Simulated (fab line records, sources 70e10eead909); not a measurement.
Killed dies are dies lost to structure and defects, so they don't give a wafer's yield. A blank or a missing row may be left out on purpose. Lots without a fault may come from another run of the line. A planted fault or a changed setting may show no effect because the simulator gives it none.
A struck lot beside a sound one | flow nand_harc | 15 steps out of a route of 1159
Sound: wafers L881.2, L881.4, L881.5. Struck: wafer L888.2. (L888.1 of the same lot was not struck and is left out.) The cause comes at the end.
At each step with rows: each side's tool, then ch and its chambers, then its first start. Under that, the readings that differ: sound wafers | struck wafers | difference of the means | sigmas: that difference in standard deviations of wafers without a fault.
alike: readings whose means differ by less than 2 such deviations, and words and numbers that are the same on both sides. not compared: withheld readings, readings that some wafer has no value for, bounds like >300 that may hide the same value, and numbers for which the record gives no deviation and whose values overlap.
The two part at a step that has a row with sigmas, a row that says differs or no value, or rows on one side only. Numbers that don't overlap but have no deviation are shown without sigmas and don't part them. A reading that every wafer of one side lacks parts them only if that side has two wafers or more.

first, 1 step without rows for these wafers: NHARC_A_ONON_D1_DEP_09 (target thk 1000 nm).
NHARC_A_ONON_D1_THK_MEAS_11: measures by ellipsometry.
  sound on film_metro-02, day 10 04:32; struck on film_metro-02, day 11 13:56
  reading     | sound          | struck | difference | sigmas
  thk_nm (nm) | 1027 1026 1027 | 1002   | -25        | -3
then, 1 step without rows for these wafers: NHARC_A_ONON_D1_DEP_12 (target thk 1000 nm).
NHARC_A_ONON_D1_THK_MEAS_14: measures by ellipsometry.
  sound on film_metro-02, day 10 05:05; struck on film_metro-01, day 11 14:30
  reading     | sound          | struck | difference | sigmas
  thk_nm (nm) | 1007 1008 1008 | 975    | -33        | -3
then, 2 steps without rows for these wafers: NHARC_A_ONON_D1_ANNEAL_15 (time 3600 s); NHARC_A_ONON_D1_DEP_16 (target thk 1000 nm).
NHARC_A_ONON_D1_THK_MEAS_18: measures by ellipsometry.
  sound on film_metro-02, day 10 12:35; struck on film_metro-02, day 11 21:35
  alike: thk_nm
then, 1 step without rows for these wafers: NHARC_A_ONON_D1_DEP_19 (target thk 1000 nm).
NHARC_A_ONON_D1_THK_MEAS_21: measures by ellipsometry.
  sound on film_metro-01, day 10 13:10; struck on film_metro-01, day 11 22:09
  reading     | sound          | struck | difference | sigmas
  thk_nm (nm) | 1014 1012 1013 | 988    | -25        | -3
then, 1 step without rows for these wafers: NHARC_A_ONON_D1_DEP_22 (target thk 1000 nm).
NHARC_A_ONON_D1_THK_MEAS_24: measures by ellipsometry.
  sound on film_metro-01, day 10 13:44; struck on film_metro-02, day 11 22:43
  alike: thk_nm
NHARC_A_ONON_D1_DEP_25: target thk 1000 nm.
  sound on pecvd_onon-02 ch 0, day 10 13:51; struck on pecvd_onon-01 ch 0, day 11 22:47
  alike: sih4_flow_sccm
NHARC_A_ONON_D1_THK_MEAS_27: measures by ellipsometry.
  sound on film_metro-01, day 10 14:18; struck on film_metro-01, day 11 23:17
  reading     | sound       | struck | difference | sigmas
  thk_nm (nm) | 979 976 979 | 1487   | +509       | +46
then, 2 steps without rows for these wafers: NHARC_A_ONON_D1_DEP_28 (target thk 1000 nm); NHARC_END_SORT_01.

WHERE THEY PART
First at NHARC_A_ONON_D1_THK_MEAS_11; last, within this record, at NHARC_A_ONON_D1_THK_MEAS_27.

WHY: what the simulator had put in
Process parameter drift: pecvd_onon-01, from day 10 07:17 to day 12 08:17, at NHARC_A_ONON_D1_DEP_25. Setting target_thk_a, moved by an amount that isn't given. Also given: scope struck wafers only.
